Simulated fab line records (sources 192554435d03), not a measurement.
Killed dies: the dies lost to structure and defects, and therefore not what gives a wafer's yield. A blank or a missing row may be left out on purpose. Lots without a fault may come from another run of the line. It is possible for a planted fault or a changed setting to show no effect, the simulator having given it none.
Which tool did it? + flow n5_finfet + Sampling: 24 lots, 72 wafers, 4 of 1938 route steps

== WHAT EACH GAUGE READ, for each wafer ==
N5_BEOL_M7_CD_MEAS_35: target cd 40 nm. Usual: 40.0 nm for cd_nm, sd 0.73.
| lot  | measured     | on        | cd_nm (nm)     | flag |
|------|--------------|-----------|----------------|------|
| L074 | day 8 17:31  | cd_sem-03 | 38.8 38.7 39.8 |      |
| L076 | day 9 05:41  | cd_sem-02 | 39.7 38.9 40.2 |      |
| L075 | day 9 08:05  | cd_sem-02 | 40.1 39.4 39.6 |      |
| L077 | day 9 11:56  | cd_sem-02 | 40.3 39.8 41.3 |      |
| L078 | day 9 20:35  | cd_sem-03 | 39.9 40.2 39.7 |      |
| L079 | day 10 07:33 | cd_sem-01 | 38.9 40.1 39.4 |      |
| L081 | day 10 09:46 | cd_sem-03 | 39.7 41.3 40.2 |      |
| L080 | day 10 15:41 | cd_sem-03 | 40.3 39.4 40.8 |      |
| L082 | day 10 22:40 | cd_sem-01 | 39.7 40.7 40.3 |      |
| L083 | day 11 07:43 | cd_sem-01 | 40.0 40.1 41.5 |      |
| L084 | day 11 10:25 | cd_sem-01 | 41.0 40.3 39.2 |      |
| L086 | day 11 23:32 | cd_sem-01 | 40.4 40.8 40.5 |      |
| L088 | day 12 05:49 | cd_sem-01 | 39.1 40.0 38.0 |      |
| L085 | day 12 05:48 | cd_sem-03 | 39.3 40.8 39.6 |      |
| L087 | day 12 10:20 | cd_sem-03 | 40.9 39.4 41.1 |      |
| L089 | day 12 14:31 | cd_sem-01 | 40.6 38.9 40.6 |      |
| L091 | day 13 08:16 | cd_sem-02 | 39.6 39.9 40.6 |      |
| L093 | day 13 18:06 | cd_sem-03 | 39.9 39.9 39.3 |      |
| L090 | day 13 17:56 | cd_sem-01 | 38.8 40.0 38.8 |      |
| L092 | day 14 05:13 | cd_sem-03 | 40.0 40.5 40.0 |      |
| L094 | day 14 14:07 | cd_sem-01 | 40.6 41.6 40.1 |      |
| L095 | day 14 14:29 | cd_sem-01 | 40.3 39.5 40.6 |      |
| L096 | day 14 18:02 | cd_sem-03 | 39.9 39.9 39.4 |      |
| L097 | day 15 02:02 | cd_sem-02 | 39.9 38.7 40.5 |      |

== WHICH TOOL RAN EACH LOT (tool, then ch and the chambers of the sampled wafers, then the start) ==
| lot  | N5_BEOL_M6_ETCH_66                 | N5_BEOL_M6_ETCH_41                            | N5_BEOL_M6_ALD_77                   |
|------|------------------------------------|-----------------------------------------------|-------------------------------------|
| L074 | rie_diel-02 ch 0,2, day 8 10:25    | rie_diel-02 ch 0,2, day 8 11:34 or earlier    | ald_metal-02 ch 0,1,3, day 8 11:34  |
| L076 | rie_diel-02 ch 2,3, day 8 22:41    | rie_diel-02 ch 2,3, day 8 23:59 or earlier    | ald_metal-01 ch 0,3, day 8 23:59    |
| L075 | rie_diel-05 ch 1,2, day 9 01:04    | rie_diel-05 ch 1,2, day 9 02:32 or earlier    | ald_metal-01 ch 1,2, day 9 02:32    |
| L077 | rie_diel-04 ch 2,3, day 9 03:51    | rie_diel-04 ch 2,3, day 9 05:38 or earlier    | ald_metal-04 ch 0,2,3, day 9 05:38  |
| L078 | rie_diel-02 ch 1,2,3, day 9 11:13  | rie_diel-02 ch 1,2,3, day 9 12:19 or earlier  | ald_metal-01 ch 0,1,3, day 9 12:19  |
| L079 | rie_diel-05 ch 1,2, day 9 20:50    | rie_diel-05 ch 1,2, day 9 23:00 or earlier    | ald_metal-01 ch 1,2, day 9 23:00    |
| L081 | rie_diel-04 ch 0,2, day 10 00:59   | rie_diel-04 ch 0,2, day 10 02:50 or earlier   | ald_metal-02 ch 1,2,3, day 10 02:50 |
| L080 | rie_diel-02 ch 0,1,3, day 10 07:10 | rie_diel-02 ch 0,1,3, day 10 08:24 or earlier | ald_metal-01 ch 0,1,2, day 10 08:24 |
| L082 | rie_diel-04 ch 0,3, day 10 12:43   | rie_diel-04 ch 0,3, day 10 14:59 or earlier   | ald_metal-04 ch 0,1,2, day 10 14:59 |
| L083 | rie_diel-04 ch 0,1, day 10 22:11   | rie_diel-04 ch 0,1, day 10 23:37 or earlier   | ald_metal-01 ch 0,1, day 10 23:37   |
| L084 | rie_diel-05 ch 0,2, day 10 22:58   | rie_diel-05 ch 0,2, day 10 23:59 or earlier   | ald_metal-02 ch 2,3, day 10 23:59   |
| L086 | rie_diel-02 ch 0,2,3, day 11 15:52 | rie_diel-02 ch 0,2,3, day 11 17:06 or earlier | ald_metal-01 ch 0,1,3, day 11 17:06 |
| L088 | rie_diel-05 ch 1,2,3, day 11 20:53 | rie_diel-05 ch 1,2,3, day 11 22:08 or earlier | ald_metal-04 ch 0,1,3, day 11 22:08 |
| L085 | rie_diel-04 ch 1,2,3, day 11 21:12 | rie_diel-04 ch 1,2,3, day 11 22:29 or earlier | ald_metal-01 ch 2,3, day 11 22:29   |
| L087 | rie_diel-02 ch 0,2,3, day 12 01:39 | rie_diel-02 ch 0,2,3, day 12 02:52 or earlier | ald_metal-01 ch 1,2,3, day 12 02:52 |
| L089 | rie_diel-04 ch 0,1,3, day 12 07:23 | rie_diel-04 ch 0,1,3, day 12 08:38 or earlier | ald_metal-04 ch 1,3, day 12 08:38   |
| L091 | rie_diel-05 ch 1,2,3, day 12 23:57 | rie_diel-05 ch 1,2,3, day 13 01:20 or earlier | ald_metal-02 ch 0,1,2, day 13 01:20 |
| L093 | rie_diel-04 ch 0,1, day 13 09:08   | rie_diel-04 ch 0,1, day 13 10:52 or earlier   | ald_metal-01 ch 1,2, day 13 10:52   |
| L090 | rie_diel-04 ch 0,1,2, day 13 10:55 | rie_diel-04 ch 0,1,2, day 13 12:13 or earlier | ald_metal-01 ch 0,1,3, day 13 12:13 |
| L092 | rie_diel-04 ch 0,3, day 13 20:07   | rie_diel-04 ch 0,3, day 13 21:19 or earlier   | ald_metal-02 ch 0,2,3, day 13 21:19 |
| L094 | rie_diel-04 ch 0,2,3, day 14 02:23 | rie_diel-04 ch 0,2,3, day 14 03:38 or earlier | ald_metal-02 ch 0,1,3, day 14 03:38 |
| L095 | rie_diel-04 ch 2,3, day 14 04:50   | rie_diel-04 ch 2,3, day 14 06:13 or earlier   | ald_metal-02 ch 1,2,3, day 14 06:13 |
| L096 | rie_diel-04 ch 1,2, day 14 10:17   | rie_diel-04 ch 1,2, day 14 11:16 or earlier   | ald_metal-04 ch 1,2,3, day 14 11:16 |
| L097 | rie_diel-04 ch 1,2, day 14 17:19   | rie_diel-04 ch 1,2, day 14 18:34 or earlier   | ald_metal-01 ch 0,2,3, day 14 18:34 |
- N5_BEOL_M6_ETCH_66: etches SOC in N2/H2, target depth 80 nm, overetch 16 nm, time 120 s.
- N5_BEOL_M6_ETCH_41: etches SiCN in CH3F/O2, target depth 29.7 nm, time 52 s.
- N5_BEOL_M6_ALD_77: deposits TaN, target thk 2 nm, pulse time 2 s, purge time 3 s.

== WHAT THE TOOLS THEMSELVES READ (means of the sampled wafers that have a number; where no wafer has one, the mark that the record gives instead) ==
N5_BEOL_M6_ETCH_66. Usual: drypump_motor_current_A 5.7 A, standard deviation 0.37; oes_product_au 0.62 a.u., standard deviation 0.076; rf_vpp_V 523.6 V, standard deviation 2.9; showerhead_plenum_p_Torr 2.54 Torr, standard deviation 0.11; temp_c 40.01 C, standard deviation 0.11; throttle_valve_pct 17.77 %, standard deviation 0.27.
| lot  | tool        | drypump_motor_current_A (A) | oes_product_au (a.u.) | rf_vpp_V (V) | showerhead_plenum_p_Torr (Torr) | temp_c (C) | throttle_valve_pct (%) | flag |
|------|-------------|-----------------------------|-----------------------|--------------|---------------------------------|------------|------------------------|------|
| L074 | rie_diel-02 | 5.8                         | 0.52                  | 521.6        | 2.49                            | 40.05      | 18.00                  |      |
| L076 | rie_diel-02 | 5.9                         | 0.52                  | 521.8        | 2.52                            | 39.89      | 18.03                  |      |
| L075 | rie_diel-05 | 5.9                         | 0.58                  | 524.3        | 2.53                            | 40.04      | 17.80                  |      |
| L077 | rie_diel-04 | 5.6                         | 0.58                  | 523.1        | 2.51                            | 40.04      | 18.00                  |      |
| L078 | rie_diel-02 | 6.0                         | 0.58                  | 523.6        | 2.55                            | 39.96      | 17.88                  |      |
| L079 | rie_diel-05 | 5.9                         | 0.57                  | 523.9        | 2.53                            | 40.05      | 17.81                  |      |
| L081 | rie_diel-04 | 5.5                         | 0.60                  | 526.3        | 2.65                            | 40.12      | 18.07                  |      |
| L080 | rie_diel-02 | 6.2                         | 0.58                  | 523.4        | 2.52                            | 39.84      | 17.75                  |      |
| L082 | rie_diel-04 | 5.8                         | 0.65                  | 526.4        | 2.63                            | 40.00      | 17.72                  |      |
| L083 | rie_diel-04 | 5.6                         | 0.60                  | 527.8        | 2.68                            | 39.99      | 17.86                  |      |
| L084 | rie_diel-05 | 5.3                         | 0.59                  | 521.5        | 2.42                            | 40.06      | 17.61                  |      |
| L086 | rie_diel-02 | 6.1                         | 0.58                  | 522.6        | 2.48                            | 40.08      | 17.79                  |      |
| L088 | rie_diel-05 | 5.7                         | 0.59                  | 522.6        | 2.48                            | 40.01      | 17.90                  |      |
| L085 | rie_diel-04 | 5.6                         | 0.65                  | 523.2        | 2.53                            | 40.00      | 17.65                  |      |
| L087 | rie_diel-02 | 6.1                         | 0.58                  | 522.2        | 2.48                            | 39.98      | 17.78                  |      |
| L089 | rie_diel-04 | 5.7                         | 0.60                  | 525.1        | 2.59                            | 40.05      | 17.67                  |      |
| L091 | rie_diel-05 | 5.7                         | 0.59                  | 522.3        | 2.47                            | 40.18      | 17.91                  |      |
| L093 | rie_diel-04 | 5.5                         | 0.59                  | 527.0        | 2.67                            | 40.02      | 17.90                  |      |
| L090 | rie_diel-04 | 5.5                         | 0.62                  | 525.6        | 2.61                            | 40.01      | 17.89                  |      |
| L092 | rie_diel-04 | 5.8                         | 0.63                  | 525.9        | 2.61                            | 39.87      | 17.77                  |      |
| L094 | rie_diel-04 | 5.7                         | 0.65                  | 522.6        | 2.55                            | 39.97      | 17.77                  |      |
| L095 | rie_diel-04 | 5.8                         | 0.67                  | 522.9        | 2.47                            | 40.03      | 17.56                  |      |
| L096 | rie_diel-04 | 5.3                         | 0.72                  | 523.3        | 2.54                            | 39.95      | 17.76                  |      |
| L097 | rie_diel-04 | 5.3                         | 0.70                  | 523.2        | 2.54                            | 39.93      | 17.77                  |      |

N5_BEOL_M6_ETCH_41. Usual: drypump_motor_current_A 5.7 A, standard deviation 0.37; oes_product_au 0.81 a.u., standard deviation 0.1; rf_vpp_V 297.2 V, standard deviation 1.7; showerhead_plenum_p_Torr 1.99 Torr, standard deviation 0.079; throttle_valve_pct 16.19 %, standard deviation 0.22.
| lot  | tool        | drypump_motor_current_A (A) | oes_product_au (a.u.) | rf_vpp_V (V) | showerhead_plenum_p_Torr (Torr) | throttle_valve_pct (%) | flag |
|------|-------------|-----------------------------|-----------------------|--------------|---------------------------------|------------------------|------|
| L074 | rie_diel-02 | 5.8                         | 0.68                  | 296.2        | 1.94                            | 16.44                  |      |
| L076 | rie_diel-02 | 5.9                         | 0.68                  | 296.5        | 1.97                            | 16.43                  |      |
| L075 | rie_diel-05 | 6.0                         | 0.73                  | 297.4        | 1.99                            | 16.31                  |      |
| L077 | rie_diel-04 | 5.5                         | 0.75                  | 296.4        | 1.97                            | 16.36                  |      |
| L078 | rie_diel-02 | 6.0                         | 0.75                  | 297.5        | 1.99                            | 16.21                  |      |
| L079 | rie_diel-05 | 5.9                         | 0.74                  | 297.1        | 1.98                            | 16.33                  |      |
| L081 | rie_diel-04 | 5.5                         | 0.78                  | 297.5        | 2.06                            | 16.38                  |      |
| L080 | rie_diel-02 | 6.2                         | 0.74                  | 297.5        | 1.97                            | 16.14                  |      |
| L082 | rie_diel-04 | 5.8                         | 0.85                  | 298.6        | 2.06                            | 16.15                  |      |
| L083 | rie_diel-04 | 5.5                         | 0.78                  | 299.2        | 2.09                            | 16.24                  |      |
| L084 | rie_diel-05 | 5.4                         | 0.76                  | 295.3        | 1.89                            | 16.11                  |      |
| L086 | rie_diel-02 | 6.1                         | 0.75                  | 296.1        | 1.95                            | 16.20                  |      |
| L088 | rie_diel-05 | 5.7                         | 0.77                  | 296.4        | 1.95                            | 16.39                  |      |
| L085 | rie_diel-04 | 5.6                         | 0.84                  | 297.9        | 1.99                            | 16.09                  |      |
| L087 | rie_diel-02 | 6.1                         | 0.74                  | 296.4        | 1.95                            | 16.21                  |      |
| L089 | rie_diel-04 | 5.7                         | 0.79                  | 298.9        | 2.04                            | 16.15                  |      |
| L091 | rie_diel-05 | 5.7                         | 0.76                  | 296.0        | 1.94                            | 16.40                  |      |
| L093 | rie_diel-04 | 5.5                         | 0.76                  | 299.0        | 2.09                            | 16.29                  |      |
| L090 | rie_diel-04 | 5.5                         | 0.80                  | 298.8        | 2.04                            | 16.24                  |      |
| L092 | rie_diel-04 | 5.7                         | 0.82                  | 297.9        | 2.04                            | 16.20                  |      |
| L094 | rie_diel-04 | 5.6                         | 0.85                  | 297.9        | 2.00                            | 16.16                  |      |
| L095 | rie_diel-04 | 5.8                         | 0.86                  | 296.3        | 1.95                            | 16.04                  |      |
| L096 | rie_diel-04 | 5.4                         | 0.92                  | 296.7        | 1.99                            | 16.06                  |      |
| L097 | rie_diel-04 | 5.4                         | 0.92                  | 297.2        | 1.99                            | 16.07                  |      |

N5_BEOL_M6_ALD_77. Usual: heater_power_w 427 W, standard deviation 35; precursor_vessel_pressure_torr 26.26 Torr, standard deviation 0.055.
| lot  | tool         | heater_power_w (W) | precursor_vessel_pressure_torr (Torr) | flag |
|------|--------------|--------------------|---------------------------------------|------|
| L074 | ald_metal-02 | 399                | 26.29                                 |      |
| L076 | ald_metal-01 | 439                | 26.26                                 |      |
| L075 | ald_metal-01 | 466                | 26.24                                 |      |
| L077 | ald_metal-04 | 388                | 26.23                                 |      |
| L078 | ald_metal-01 | 441                | 26.23                                 |      |
| L079 | ald_metal-01 | 465                | 26.30                                 |      |
| L081 | ald_metal-02 | 420                | 26.28                                 |      |
| L080 | ald_metal-01 | 454                | 26.29                                 |      |
| L082 | ald_metal-04 | 390                | 26.20                                 |      |
| L083 | ald_metal-01 | 427                | 26.24                                 |      |
| L084 | ald_metal-02 | 433                | 26.28                                 |      |
| L086 | ald_metal-01 | 438                | 26.30                                 |      |
| L088 | ald_metal-04 | 383                | 26.25                                 |      |
| L085 | ald_metal-01 | 457                | 26.26                                 |      |
| L087 | ald_metal-01 | 458                | 26.24                                 |      |
| L089 | ald_metal-04 | 382                | 26.28                                 |      |
| L091 | ald_metal-02 | 412                | 26.26                                 |      |
| L093 | ald_metal-01 | 465                | 26.28                                 |      |
| L090 | ald_metal-01 | 439                | 26.24                                 |      |
| L092 | ald_metal-02 | 421                | 26.31                                 |      |
| L094 | ald_metal-02 | 394                | 26.27                                 |      |
| L095 | ald_metal-02 | 411                | 26.26                                 |      |
| L096 | ald_metal-04 | 392                | 26.20                                 |      |
| L097 | ald_metal-01 | 452                | 26.32                                 |      |

== THE ANSWER, worked out from the rows above alone ==
Rule: lot off if the mean of its wafers having a number is beyond 3 standard deviations from the usual mean. A lot without any number at a reading at which 4 lots or more have one is off too. The other lots that the step has rows for count as sound. First the gauges in route order, then the tools' own readings, where a lot's mean is used as printed above. The first step at which some lot is off is used, and at that step the reading that is off furthest; a lot without a number counts as furthest.
Across all readings shown, no lot is off: no conclusion can be drawn from this.

== WHAT THE SIMULATOR PUT IN ==
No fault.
